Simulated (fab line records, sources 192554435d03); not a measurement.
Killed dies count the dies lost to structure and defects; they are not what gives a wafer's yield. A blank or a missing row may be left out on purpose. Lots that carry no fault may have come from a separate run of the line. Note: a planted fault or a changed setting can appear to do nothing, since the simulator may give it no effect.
2 desks, one fault -- flow n5Finfet -- each desk has only its own numbers; what lay behind them comes last

THE METROLOGY DESK
What the gauges read, lot by lot, whatever tool the lot ran on: means of the sampled wafers that have a number. If a lot's mean is further than 4 standard deviations from the usual mean, the lot is out of limits and carries the mark OUT (the distance appears in the brackets).
Columns: A = cdNm at N5_SD_EPI_P_CD_MEAS_09, usual 240.9 nm
lot,first seen here,A
L894,day 3 05:49,241.2
L896,day 3 17:45,241.1
L897,day 4 00:17,240.5
L899,day 4 14:40,242.0
L901,day 4 22:25,241.1
L902,day 5 07:34,240.5
L903,day 5 14:10,240.2
L904,day 5 19:56,240.4
L906,day 6 08:34,230.8 (-14) OUT
L907,day 6 11:34,230.9 (-14) OUT
L916,day 8 23:06,240.8
This desk finds L906, L907 out of limits, L906 being first, at day 6 08:34 (cdNm at N5_SD_EPI_P_CD_MEAS_09). In limits: L894, L896, L897, L899, L901, L902, L903, L904, L916.

DESK OF THE TOOL OWNER: lithoTrack-02
The tool's own readings at N5_SD_EPI_P_PEB_07 (peb time 60 s): means of the sampled wafers that have a number, for each lot that ran on this tool. If a lot's mean is further than 4 standard deviations from the usual mean, the lot is out of limits and carries the mark OUT (the distance appears in the brackets).
Columns: A = chillPlateTempC at N5_SD_EPI_P_PEB_07, usual 23.03 C; B = heaterPowerTotalW at N5_SD_EPI_P_PEB_07, usual 175.4 W
lot,first seen here,A,B
L894,day 3 05:44,23.08,175.4
L896,day 3 17:41,22.99,175.2
L899,day 4 14:35,22.90,174.9
L902,day 5 07:30,23.05,175.3
L903,day 5 14:05,23.03,175.6
L904,day 5 19:52,22.99,175.5
L906,day 6 08:30,23.09,208.7 (+21) OUT
L907,day 6 11:30,22.88,206.6 (+20) OUT
This desk finds L906, L907 out of limits, L906 being first, at day 6 08:30 (heaterPowerTotalW at N5_SD_EPI_P_PEB_07). In limits: L894, L896, L899, L902, L903, L904.

PUT TOGETHER
The tool owner's desk could have raised an alarm at day 6 08:30, on L906, L907.
At day 6 08:34 the metrology desk could have sounded an alarm, on L906, L907.
On lithoTrack-02, each named lot ran N5_SD_EPI_P_PEB_07.

WHAT HAD BEEN PUT IN BY THE SIMULATOR
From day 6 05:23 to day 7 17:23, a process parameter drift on lithoTrack-02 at N5_SD_EPI_P_PEB_07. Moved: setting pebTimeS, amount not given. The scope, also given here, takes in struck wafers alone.
Struck lots among those shown: L906, L907.
Hours from the fault's start to each desk's first reading out of limits: the tool owner's desk, 3; the metrology desk, 3.
